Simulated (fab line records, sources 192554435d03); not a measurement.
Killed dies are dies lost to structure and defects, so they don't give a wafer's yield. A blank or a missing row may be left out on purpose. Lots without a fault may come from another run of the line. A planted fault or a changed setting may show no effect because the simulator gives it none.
fab line records | flow n5_finfet
record lots=7 wafers=39
route steps=1938 shown DUMMY_GATE@220 SD_EPI_P@300 SD_ACTIVATION@331 HKMG_FIN@406
start_h: hours from the record's first day to the start of the lot's first wafer shown | wait_h: hours since the lot's step before | " the same as in the row above | L1.1+2: a row that stands for several wafers | - no value, or no start given | * or withheld: withheld | < > ~ a bound
route shown NAME@n: a module of which the file shows steps, and the number in the route of the first | usual: mean/standard deviation of fault-free wafers | same: alike in all rows | chamber/n: place in a boat | sites: the reading at each site | _std_site: their standard deviation | _edge_site: outer sites' mean less inner sites' | radius_mm: how far each site lies from the wafer's centre | mask NAME#n: copy n | behind: the tool/chamber that last shaped the wafer | hold: why the lot was held/for how many hours/how that ended | device: the transistor (n, p or np) that didn't switch | end of line: the same wafers' tests at the end of the route | a step without rows: its recipe alone | killed: dies lost to structure and defects at the first sort, not the wafer's yield | map: a wafer's dies, x killed, . not, _ none there
set.NAME: the setting as run; set.NAME@STEP: as run at that earlier step | model.NAME: the simulator's own value behind a step, which no gauge read
lots whose settings were changed on purpose; a table a step, a row a wafer
## steps
# step N5_DUMMY_GATE_HM_DEP_06
# recipe material=SiNx target_thk_a=800 precursor=DCS/NH3 temp_c=700 pressure_mtorr=300 time_s=5141
# columns lot.wafer tool chamber start_h wait_h set.time_s model.SiNx_of_DUMMY_GATE_HM_DEP_06.thk_nm
L075.2 lpcvd-02 1/70 48.04 0.0 5141 80
L075.4 " 1/79 " " 5141 79
L075.5 " 1/84 " " 5141 80.4
L077.1 - - - 0.0 5141 80.8
L077.2 " - " " 5141 80.6
L077.3+4 " - " " 5141 81
L077.5 " - " " 5141 81.4
L077.6 " - " " 5141 81.6
L080.1+2+6 - - - 0.0 5141 81
L080.3 " - " " 5141 80.8
L080.4 " - " " 5141 80.4
L080.5 " - " " 5141 80.6
L083.1 - - - 0.0 5589 86.6
L083.2 " - " " 5589 87
L083.3 " - " " 5589 87.4
L083.4+6 " - " " 5589 86.8
L083.5 " - " " 5589 87.6
L087.1+2+6 - - - 0.0 4446 68.6
L087.3+4 " - " " 4446 68.8
L087.5 " - " " 4446 68
L088.1 - - - 0.0 5392 83.6
L088.2+4+5+6 " - " " 5392 82.8
L088.3 " - " " 5392 83.4
L094.1 - - - 0.0 4804 73.2
L094.2+5 " - " " 4804 73.6
L094.3+4 " - " " 4804 73.8
L094.6 " - " " 4804 73.4
# step N5_DUMMY_GATE_EXPOSE_12
# recipe mask_id=GATE na=0.33 source_shape=annular sigma_inner=0.2 sigma_outer=0.6 polarization=unpolarized target_cd_nm=25 dose_mj=34
# columns lot.wafer tool chamber start_h wait_h mask set.dose_mj
L075.2+4+5 euv_scanner-02 0 52.21 - GATE#0 34
L077.1+2+3 euv_scanner-01 0 68.34 - GATE#0 31.32
L077.4+5+6 " 0 " " GATE#0 34
L080.1+3+5 euv_scanner-01 0 89.04 - GATE#0 32.31
L080.2+4+6 " 0 " " GATE#0 34
L083.1+3+5 euv_scanner-01 0 103.09 - GATE#0 34.76
L083.2+4+6 " 0 " " GATE#0 34
L087.1+2+3+4+5+6 euv_scanner-02 0 125.45 - GATE#0 34
L088.1+4+5 euv_scanner-01 0 132.81 - GATE#0 34
L088.2+3+6 " 0 " " GATE#0 36.21
L094.1+3+4 euv_scanner-02 0 169.03 - GATE#0 36.16
L094.2+5+6 " 0 " " GATE#0 34
# step N5_DUMMY_GATE_PEB_13
# recipe peb_temp_c=100 peb_time_s=60 resist=CAR-EUV
# step N5_DUMMY_GATE_DEVELOP_14
# recipe develop_time_s=30 developer=TMAH resist=CAR-EUV rinse_liquid=surfactant_rinse dry=air_spin dev_temp_c=23
# step N5_DUMMY_GATE_CD_MEAS_15
# recipe target_cd_nm=25.8 landing_energy_ev=500 detector=se_inlens
# usual cd_nm=25.07/0.24
# columns lot.wafer tool chamber start_h wait_h set.dose_mj@DUMMY_GATE_EXPOSE_12 cd_nm
L075.2 cd_sem-02 0 52.34 - 34 25.23
L075.4 " 0 " " 34 25.14
L075.5 " 0 " " 34 24.53
L077.1 cd_sem-01 0 68.47 - 31.32 26.68
L077.2 " 0 " " 31.32 26.52
L077.3 " 0 " " 31.32 26.96
L077.4 " 0 " " 34 25.39
L077.5 " 0 " " 34 24.95
L077.6 " 0 " " 34 24.86
L080.1 cd_sem-01 0 89.17 - 32.31 26.30
L080.2 " 0 " " 34 24.88
L080.3 " 0 " " 32.31 25.90
L080.4 " 0 " " 34 24.94
L080.5 " 0 " " 32.31 25.82
L080.6 " 0 " " 34 24.97
L083.1 cd_sem-01 0 103.21 - 34.76 24.56
L083.2 " 0 " " 34 25.45
L083.3 " 0 " " 34.76 25.10
L083.4 " 0 " " 34 24.99
L083.5 " 0 " " 34.76 24.79
L083.6 " 0 " " 34 25.15
L087.1 cd_sem-02 0 125.58 - 34 25.16
L087.2 " 0 " " 34 24.76
L087.3 " 0 " " 34 25.00
L087.4 " 0 " " 34 25.28
L087.5 " 0 " " 34 25.23
L087.6 " 0 " " 34 25.59
L088.1 cd_sem-03 0 132.94 - 34 25.21
L088.2 " 0 " " 36.21 23.70
L088.3 " 0 " " 36.21 24.02
L088.4 " 0 " " 34 25.19
L088.5 " 0 " " 34 25.10
L088.6 " 0 " " 36.21 23.87
L094.1 cd_sem-02 0 169.16 - 36.16 24.17
L094.2 " 0 " " 34 24.70
L094.3 " 0 " " 36.16 23.73
L094.4 " 0 " " 36.16 24.01
L094.5 " 0 " " 34 25.27
L094.6 " 0 " " 34 24.63
# step N5_DUMMY_GATE_STRIP_38
# recipe chemistry=N2/H2 temp_c=40 n2_flow_sccm=200 h2_flow_sccm=200 rf_frequency_hz=6e+07
# step N5_DUMMY_GATE_STRIP_39
# recipe chemistry=N2/H2 temp_c=40 n2_flow_sccm=200 h2_flow_sccm=200 rf_frequency_hz=6e+07
# step N5_DUMMY_GATE_TRIM_49
# recipe chemistry=O2 resist=SOC time_s=29 target_cd_nm=14 source_power_w=300 bias_power_w=0 O2_flow_sccm=100 temp_c=20
# columns lot.wafer tool chamber start_h wait_h set.dose_mj@DUMMY_GATE_EXPOSE_12 model.DUMMY_GATE.cd_nm
L075.2 rie_si-05 3 52.78 0.0 34 14.4
L075.4 " 1 " " 34 14.6
L075.5 " 3 " " 34 13.8
L077.1+3 rie_si-03 3,1 68.82 0.0 31.32 16
L077.2 " 0 " " 31.32 15.8
L077.4 " 2 " " 34 14.8
L077.5 " 1 " " 34 14.4
L077.6 " 2 " " 34 14.6
L080.1 rie_si-05 0 89.53 0.0 32.31 14.8
L080.2 " 3 " " 34 13.8
L080.3 " 1 " " 32.31 15.4
L080.4 " 2 " " 34 14.2
L080.5 " 3 " " 32.31 14.6
L080.6 " 2 " " 34 14.4
L083.1+5 rie_si-05 2 103.57 0.0 34.76 13.6
L083.2 " 0 " " 34 13.6
L083.3 " 3 " " 34.76 13.4
L083.4 " 1 " " 34 14
L083.6 " 1 " " 34 14.6
L087.1+2+6 rie_si-01 2,3,0 125.97 0.0 34 14
L087.3 " 0 " " 34 14.4
L087.4 " 1 " " 34 14.2
L087.5 " 1 " " 34 14.6
L088.1+5 rie_si-01 3,0 133.30 0.0 34 14.2
L088.2+6 " 0,1 " " 36.21 13
L088.3 " 2 " " 36.21 12.8
L088.4 " 1 " " 34 13.6
L094.1 rie_si-03 0 169.52 0.0 36.16 13.4
L094.2+5 " 2 " " 34 14.2
L094.3 " 3 " " 36.16 13.2
L094.4 " 0 " " 36.16 12.6
L094.6 " 3 " " 34 14.4
# step N5_DUMMY_GATE_ETCH_31
# recipe chemistry=C4F6/O2 target=SiO2 mask_material=SOC target_depth_a=825 time_s=27.5 ion_energy_ev=250 pressure_mtorr=30 source_w=345 bias_w=185 Ar_flow_sccm=300 C4F6_flow_sccm=10 O2_flow_sccm=10
# columns lot.wafer tool chamber start_h wait_h set.target_depth_a model.etch.depth_nm model.SOC_of_DUMMY_GATE_COAT_34.thk_nm
L075.2 rie_diel-01 0 53.10 0.0 825 82.7 51.8
L075.4 " 3 " " 825 84.1 51.8
L075.5 " 0 " " 825 82.92 51.6
L077.1 rie_diel-01 2 69.02 0.0 825 83.33 51.6
L077.2 " 0 " " 857.5 85.76 51
L077.3 " 1 " " 825 81.1 51.8
L077.4 " 3 " " 857.5 88.41 51.2
L077.5 " 2 " " 857.5 86.04 51.6
L077.6 " 1 " " 825 81.45 51.8
L080.1 rie_diel-03 3 89.72 0.0 825 81.38 51.8
L080.2 " 1 " " 825 83.84 51.6
L080.3 " 2 " " 920.1 94.03 50.6
L080.4 " 0 " " 920.1 92.81 50.8
L080.5 " 3 " " 825 81.59 51.8
L080.6 " 2 " " 920.1 93.93 50.4
L083.1 rie_diel-01 0 103.77 0.0 825 83.46 51.8
L083.2 " 2 " " 825 83.2 51.8
L083.3 " 1 " " 825 81.76 52
L083.4 " 3 " " 825 84.54 51.8
L083.5 " 2 " " 825 83.82 51.8
L083.6 " 1 " " 825 81.69 51.8
L087.1 rie_diel-03 1 126.19 0.0 825 83 51.6
L087.2 " 3 " " 825 81 51.8
L087.3 " 2 " " 868.5 87.76 51.2
L087.4 " 0 " " 825 82.57 51.6
L087.5 " 0 " " 868.5 86.52 51.2
L087.6 " 3 " " 868.5 84.66 51.4
L088.1 rie_diel-02 2 133.49 0.0 825 83.19 51.6
L088.2 " 1 " " 779.9 76.59 52.2
L088.3 " 3 " " 825 84.64 51.4
L088.4 " 0 " " 779.9 77.6 52.2
L088.5 " 3 " " 779.9 80.29 52
L088.6 " 0 " " 825 81.65 51.8
L094.1 rie_diel-01 2 169.71 0.0 825 83.2 52
L094.2 " 1 " " 747.4 73.47 52.6
L094.3 " 3 " " 825 84.12 51.8
L094.4 " 0 " " 747.4 74.64 52.4
L094.5 " 0 " " 825 82.16 51.6
L094.6 " 3 " " 747.4 76.39 52.6
# step N5_SD_EPI_P_EXPOSE_06
# recipe mask_id=SD_P_BLK na=1.35 source_shape=conventional sigma_outer=0.8 polarization=unpolarized target_cd_nm=240 dose_mj=39.5
# columns lot.wafer tool chamber start_h wait_h mask set.dose_mj
L075.2+4+5 arfi_scanner-03 0 60.56 - SD_P_BLK#0 39.5
L077.1+2+3+4+5+6 arfi_scanner-01 0 75.72 - SD_P_BLK#0 39.5
L080.1+2+3+4+5+6 arfi_scanner-01 0 98.16 - SD_P_BLK#0 39.5
L083.1+4+5 arfi_scanner-02 0 111.48 - SD_P_BLK#0 39.5
L083.2+3+6 " 0 " " SD_P_BLK#0 40.81
L087.1+3+4 arfi_scanner-02 0 134.60 - SD_P_BLK#0 40.68
L087.2+5+6 " 0 " " SD_P_BLK#0 39.5
L088.1+2+3 arfi_scanner-01 0 139.86 - SD_P_BLK#0 37.41
L088.4+5+6 " 0 " " SD_P_BLK#0 39.5
L094.1+2+6 arfi_scanner-01 0 175.78 - SD_P_BLK#0 39.5
L094.3+4+5 " 0 " " SD_P_BLK#0 41.16
# step N5_SD_EPI_P_PEB_07
# recipe peb_temp_c=110 peb_time_s=60 resist=CAR-ArF-block
# step N5_SD_EPI_P_DEVELOP_08
# recipe develop_time_s=30 developer=TMAH resist=CAR-ArF-block dev_temp_c=23 rinse_liquid=diw dry=air_spin
# step N5_SD_EPI_P_CD_MEAS_09
# recipe target_cd_nm=240 landing_energy_ev=500 detector=se_inlens
# usual cd_nm=240.3/0.89
# columns lot.wafer tool chamber start_h wait_h set.dose_mj@SD_EPI_P_EXPOSE_06 cd_nm
L075.2 cd_sem-02 0 60.68 - 39.5 239.4
L075.4 " 0 " " 39.5 239.9
L075.5 " 0 " " 39.5 240.5
L077.1 cd_sem-02 0 75.85 - 39.5 240.8
L077.2 " 0 " " 39.5 240.0
L077.3 " 0 " " 39.5 240.9
L077.4 " 0 " " 39.5 239.5
L077.5 " 0 " " 39.5 239.7
L077.6 " 0 " " 39.5 240.4
L080.1 cd_sem-02 0 98.28 - 39.5 240.8
L080.2 " 0 " " 39.5 239.9
L080.3 " 0 " " 39.5 239.8
L080.4 " 0 " " 39.5 239.4
L080.5 " 0 " " 39.5 239.2
L080.6 " 0 " " 39.5 240.2
L083.1 cd_sem-02 0 111.61 - 39.5 241.8
L083.2 " 0 " " 40.81 244.3
L083.3 " 0 " " 40.81 243.2
L083.4 " 0 " " 39.5 241.6
L083.5 " 0 " " 39.5 241.0
L083.6 " 0 " " 40.81 244.0
L087.1 cd_sem-02 0 134.72 - 40.68 243.1
L087.2 " 0 " " 39.5 242.5
L087.3 " 0 " " 40.68 242.4
L087.4 " 0 " " 40.68 243.0
L087.5 " 0 " " 39.5 241.8
L087.6 " 0 " " 39.5 241.2
L088.1 cd_sem-03 0 139.98 - 37.41 235.9
L088.2 " 0 " " 37.41 236.3
L088.3 " 0 " " 37.41 236.7
L088.4 " 0 " " 39.5 240.6
L088.5 " 0 " " 39.5 239.7
L088.6 " 0 " " 39.5 241.2
L094.1 cd_sem-03 0 175.90 - 39.5 239.4
L094.2 " 0 " " 39.5 239.0
L094.3 " 0 " " 41.16 242.4
L094.4 " 0 " " 41.16 243.4
L094.5 " 0 " " 41.16 242.6
L094.6 " 0 " " 39.5 240.9
# step N5_SD_EPI_P_DESCUM_14
# recipe chemistry=O2 time_s=7.9 source_power_w=50 bias_power_w=20 pressure_mtorr=20 rf_frequency_hz=2.712e+07 temp_c=40 resist=CAR-ArF-block o2_flow_sccm=225
# columns lot.wafer tool chamber start_h wait_h set.dose_mj@SD_EPI_P_EXPOSE_06 model.SD_EPI_P.cd_nm
L075.2 rie_diel-01 2 60.78 0.0 39.5 239.2
L075.4 " 0 " " 39.5 239.6
L075.5 " 2 " " 39.5 240.4
L077.1+6 rie_diel-03 1,0 75.93 0.0 39.5 240.6
L077.2 " 3 " " 39.5 240.2
L077.3 " 0 " " 39.5 240.8
L077.4 " 3 " " 39.5 239.6
L077.5 " 1 " " 39.5 239.8
L080.1 rie_diel-01 0 98.37 0.0 39.5 240.6
L080.2 " 3 " " 39.5 239.8
L080.3+6 " 2,0 " " 39.5 240
L080.4+5 " 1,3 " " 39.5 239.6
L083.1 rie_diel-01 1 112.05 0.4 39.5 242
L083.2+6 " 2,1 " " 40.81 244.4
L083.3 " 3 " " 40.81 243.6
L083.4 " 0 " " 39.5 241.4
L083.5 " 2 " " 39.5 241
L087.1 rie_diel-03 3 134.81 0.0 40.68 243
L087.2 " 1 " " 39.5 242.6
L087.3 " 0 " " 40.68 242.6
L087.4 " 2 " " 40.68 243.8
L087.5 " 2 " " 39.5 242.2
L087.6 " 1 " " 39.5 241.4
L088.1 rie_diel-02 2 140.07 0.0 37.41 235.6
L088.2 " 3 " " 37.41 236.2
L088.3 " 0 " " 37.41 237
L088.4 " 1 " " 39.5 240.2
L088.5 " 3 " " 39.5 239.6
L088.6 " 0 " " 39.5 241
L094.1 rie_diel-01 3 176.06 0.1 39.5 239.6
L094.2 " 0 " " 39.5 239
L094.3 " 2 " " 41.16 242.4
L094.4 " 1 " " 41.16 243
L094.5 " 3 " " 41.16 242.6
L094.6 " 0 " " 39.5 240.6
# step N5_SD_ACTIVATION_LSA_01
# recipe temp_c=1080 time_s=0.0008 ambient=N2
# usual wafer_temp_C_max=1084.4/1
# columns lot.wafer tool chamber start_h wait_h set.temp_c wafer_temp_C_max
L075.2 laser_anneal-02 0 66.74 0.2 1080 1084.9
L075.4 " 0 " " 1080 1084.8
L075.5 " 0 " " 1080 1085.7
L077.1 laser_anneal-02 0 79.88 0.2 1069 1073.7
L077.2 " 0 " " 1080 1084.2
L077.3 " 0 " " 1080 1085.4
L077.4 " 0 " " 1069 1073.8
L077.5 " 0 " " 1080 1085.4
L077.6 " 0 " " 1069 1074.4
L080.1 laser_anneal-02 0 103.24 0.2 1085 1090.0
L080.2 " 0 " " 1085 1088.2
L080.3 " 0 " " 1080 1084.5
L080.4 " 0 " " 1080 1085.5
L080.5 " 0 " " 1080 1084.3
L080.6 " 0 " " 1085 1090.1
L083.1 laser_anneal-01 0 116.00 0.2 1088 1090.5
L083.2 " 0 " " 1088 1091.6
L083.3 " 0 " " 1080 1084.3
L083.4 " 0 " " 1080 1084.0
L083.5 " 0 " " 1088 1091.7
L083.6 " 0 " " 1080 1083.4
L087.1 laser_anneal-01 0 138.76 0.2 1080 1085.0
L087.2 " 0 " " 1080 1084.2
L087.3 " 0 " " 1080 1083.3
L087.4 " 0 " " 1080 1085.9
L087.5 " 0 " " 1080 1083.1
L087.6 " 0 " " 1080 1083.9
L088.1 laser_anneal-02 0 144.86 0.2 1065 1068.9
L088.2 " 0 " " 1080 1085.1
L088.3 " 0 " " 1080 1084.5
L088.4 " 0 " " 1065 1069.5
L088.5 " 0 " " 1080 1085.1
L088.6 " 0 " " 1065 1070.4
L094.1 laser_anneal-01 0 181.02 0.3 1080 1084.2
L094.2 " 0 " " 1080 1083.7
L094.3 " 0 " " 1064 1067.6
L094.4 " 0 " " 1080 1084.0
L094.5 " 0 " " 1064 1068.8
L094.6 " 0 " " 1064 1067.4
# step N5_HKMG_FIN_ETCH_58
# recipe chemistry=N2/H2 target=SOC target_depth_a=2158 ion_energy_ev=50 bias_w=13 time_s=741 pressure_mtorr=30 source_w=875 n2_flow_sccm=200 h2_flow_sccm=200
# usual rf_vpp_V=99.2/1
# columns lot.wafer tool chamber start_h wait_h set.source_w rf_vpp_V model.etch.depth_nm model.HKMG_FIN.feature_depth_nm model.SOC_of_HKMG_FIN_COAT_41.thk_nm
L075.2 rie_diel-04 3 80.30 0.0 875 101.5 217.8 217.8 82.8
L075.4 " 1 " " 875 99.4 207.4 207.4 93
L075.5 " 1 " " 875 99.7 209.3 209.2 91.6
L077.1 rie_diel-06 0 94.58 0.0 875 99.9 217.1 217 81.8
L077.2 " 3 " " 875 99.6 220.3 220.2 79
L077.3 " 2 " " 1022 96.0 253.2 253.2 46.8
L077.4 " 1 " " 875 100.7 222.2 222.2 78.2
L077.5 " 0 " " 1022 94.9 246.5 246.6 53.4
L077.6 " 1 " " 1022 94.9 255.5 255.6 43.2
L080.1 rie_diel-04 0 117.03 0.0 875 98.5 207.5 207.6 93
L080.2 " 3 " " 754.4 104.1 192.5 192.6 108.2
L080.3 " 1 " " 754.4 104.1 181.5 181.6 119.2
L080.4 " 2 " " 875 99.0 212.4 212.4 88.4
L080.5 " 3 " " 875 99.1 218 218 83.6
L080.6 " 0 " " 754.4 105.7 183.1 183 117.2
L083.1 rie_diel-05 3 131.01 0.0 875 99.1 208.1 208.2 93.2
L083.2 " 0 " " 875 98.6 213.9 214 86.2
L083.3 " 2 " " 875 98.7 213.9 213.8 87.4
L083.4 " 3 " " 875 99.4 208.6 208.6 92.8
L083.5 " 2 " " 875 99.6 212.8 212.8 88.6
L083.6 " 0 " " 875 99.7 213.4 213.4 87.2
L087.1 rie_diel-04 3 152.64 0.0 875 97.9 220.6 220.6 78.4
L087.2 " 0 " " 1042 93.3 240.3 240.2 59.8
L087.3 " 1 " " 875 98.9 221.3 221.4 78
L087.4 " 2 " " 1042 92.9 251.7 251.6 48
L087.5 " 0 " " 875 98.7 207.2 207.2 93.4
L087.6 " 3 " " 1042 94.0 255.9 255.8 43.8
L088.1 rie_diel-06 1 158.08 0.0 875 98.2 223.8 223.8 74.6
L088.2 " 3 " " 875 100.3 223.6 223.6 75.2
L088.3 " 2 " " 875 100.8 221.8 221.8 77.6
L088.4 " 0 " " 875 100.1 217.7 217.6 81.8
L088.5 " 1 " " 875 99.0 226 226 73
L088.6 " 0 " " 875 100.2 219.8 219.8 79.8
L094.1 rie_diel-06 0 195.54 0.0 816 101.5 204.1 204 95.8
L094.2 " 2 " " 816 103.4 206.5 206.4 94
L094.3 " 3 " " 816 101.1 208.5 208.6 91.8
L094.4 " 1 " " 875 98.3 221 221 79.2
L094.5 " 2 " " 875 99.9 218.1 218 81.2
L094.6 " 3 " " 875 98.5 221.1 221 79.2
# step N5_HKMG_FIN_ETCH_32
# recipe chemistry=N2/H2 target=SOC target_depth_a=2400 temp_c=40 time_s=300 ion_energy_ev=200 mask_material=SiARC pressure_mtorr=30 source_w=840 bias_w=150 n2_flow_sccm=200 h2_flow_sccm=200
# usual rf_vpp_V=524.9/2.6
# columns lot.wafer tool chamber start_h wait_h set.source_w rf_vpp_V model.HKMG_FIN.feature_depth_nm model.etch.depth_nm
L075.2 rie_diel-05 2 83.44 0.0 840 525.1 242.6 242.5
L075.4 " 0 " " 840 525.6 239.6 239.6
L075.5 " 3 " " 840 524.6 235.4 235.5
L077.1 rie_diel-06 3 97.82 0.0 693.4 561.7 211.4 211.5
L077.2 " 0 " " 840 527.3 238.2 238.1
L077.3 " 1 " " 693.4 555.9 211 211
L077.4 " 2 " " 693.4 562.7 208.8 208.9
L077.5 " 2 " " 840 528.3 244.8 244.9
L077.6 " 1 " " 840 521.9 247.8 247.8
L080.1 rie_diel-04 0 120.36 0.0 840 523.1 234.6 234.7
L080.2 " 2 " " 840 521.3 241 240.9
L080.3 " 3 " " 840 527.3 247 247.1
L080.4 " 1 " " 840 526.5 231.8 231.8
L080.5 " 1 " " 840 527.2 234.4 234.4
L080.6 " 0 " " 840 521.0 231.8 231.9
L083.1 rie_diel-04 0 134.26 0.0 897.3 510.8 246.8 246.7
L083.2 " 2 " " 840 519.4 238.2 238.1
L083.3 " 1 " " 897.3 514.0 245.6 245.6
L083.4 " 3 " " 840 528.3 245.2 245.3
L083.5 " 2 " " 840 521.0 236.2 236.2
L083.6 " 3 " " 897.3 517.2 260.4 260.4
L087.1 rie_diel-06 0 156.86 0.0 840 527.3 239.8 239.7
L087.2 " 1 " " 840 522.5 249.4 249.4
L087.3 " 2 " " 840 529.7 245.2 245.2
L087.4 " 3 " " 840 525.4 247.4 247.4
L087.5 " 1 " " 840 521.6 247.2 247.2
L087.6 " 2 " " 840 528.2 248.4 248.3
L088.1 rie_diel-04 1 161.33 0.0 840 524.9 244.4 244.4
L088.2 " 3 " " 840 529.0 242.4 242.4
L088.3 " 2 " " 840 520.0 238.4 238.4
L088.4 " 0 " " 840 523.1 231.2 231.2
L088.5 " 1 " " 840 526.5 243.4 243.4
L088.6 " 0 " " 840 523.9 228.2 228.2
L094.1 rie_diel-05 2 198.61 0.0 784.8 536.0 222.8 222.9
L094.2 " 1 " " 784.8 538.0 224.6 224.6
L094.3 " 0 " " 840 524.9 241 241
L094.4 " 1 " " 840 524.8 238.4 238.4
L094.5 " 2 " " 784.8 535.8 223 223.1
L094.6 " 0 " " 840 524.5 239.2 239.1
## key
split step=N5_DUMMY_GATE_HM_DEP_06 setting=time_s stated=5141 by=lot
response step=N5_DUMMY_GATE_HM_DEP_06 reading=model.SiNx_of_DUMMY_GATE_HM_DEP_06.thk_nm change=+0.836 per=1% r=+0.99
split step=N5_DUMMY_GATE_EXPOSE_12 setting=dose_mj stated=34 by=wafer
response step=N5_DUMMY_GATE_CD_MEAS_15 reading=cd_nm change=-0.191 per=1% r=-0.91
response step=N5_DUMMY_GATE_TRIM_49 reading=model.DUMMY_GATE.cd_nm change=-0.173 per=1% r=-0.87
split step=N5_DUMMY_GATE_ETCH_31 setting=target_depth_a stated=825 by=wafer
response step=N5_DUMMY_GATE_ETCH_31 reading=model.etch.depth_nm change=+0.939 per=1% r=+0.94
response step=N5_DUMMY_GATE_ETCH_31 reading=model.SOC_of_DUMMY_GATE_COAT_34.thk_nm change=-0.0911 per=1% r=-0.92
split step=N5_SD_EPI_P_EXPOSE_06 setting=dose_mj stated=39.5 by=wafer
response step=N5_SD_EPI_P_CD_MEAS_09 reading=cd_nm change=+0.694 per=1% r=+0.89
response step=N5_SD_EPI_P_DESCUM_14 reading=model.SD_EPI_P.cd_nm change=+0.694 per=1% r=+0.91
split step=N5_SD_ACTIVATION_LSA_01 setting=temp_c stated=1080 by=wafer
response step=N5_SD_ACTIVATION_LSA_01 reading=wafer_temp_C_max change=* per=1% r=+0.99
split step=N5_HKMG_FIN_ETCH_58 setting=source_w stated=875 by=wafer
response step=N5_HKMG_FIN_ETCH_58 reading=rf_vpp_V change=-0.314 per=1% r=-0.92
response step=N5_HKMG_FIN_ETCH_58 reading=model.etch.depth_nm change=+1.85 per=1% r=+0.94
response step=N5_HKMG_FIN_ETCH_58 reading=model.HKMG_FIN.feature_depth_nm change=+1.84 per=1% r=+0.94
response step=N5_HKMG_FIN_ETCH_58 reading=model.SOC_of_HKMG_FIN_COAT_41.thk_nm change=-1.84 per=1% r=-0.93
split step=N5_HKMG_FIN_ETCH_32 setting=source_w stated=840 by=wafer
response step=N5_HKMG_FIN_ETCH_32 reading=rf_vpp_V change=-1.87 per=1% r=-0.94
response step=N5_HKMG_FIN_ETCH_32 reading=model.HKMG_FIN.feature_depth_nm change=+1.93 per=1% r=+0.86
response step=N5_HKMG_FIN_ETCH_32 reading=model.etch.depth_nm change=+1.92 per=1% r=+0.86
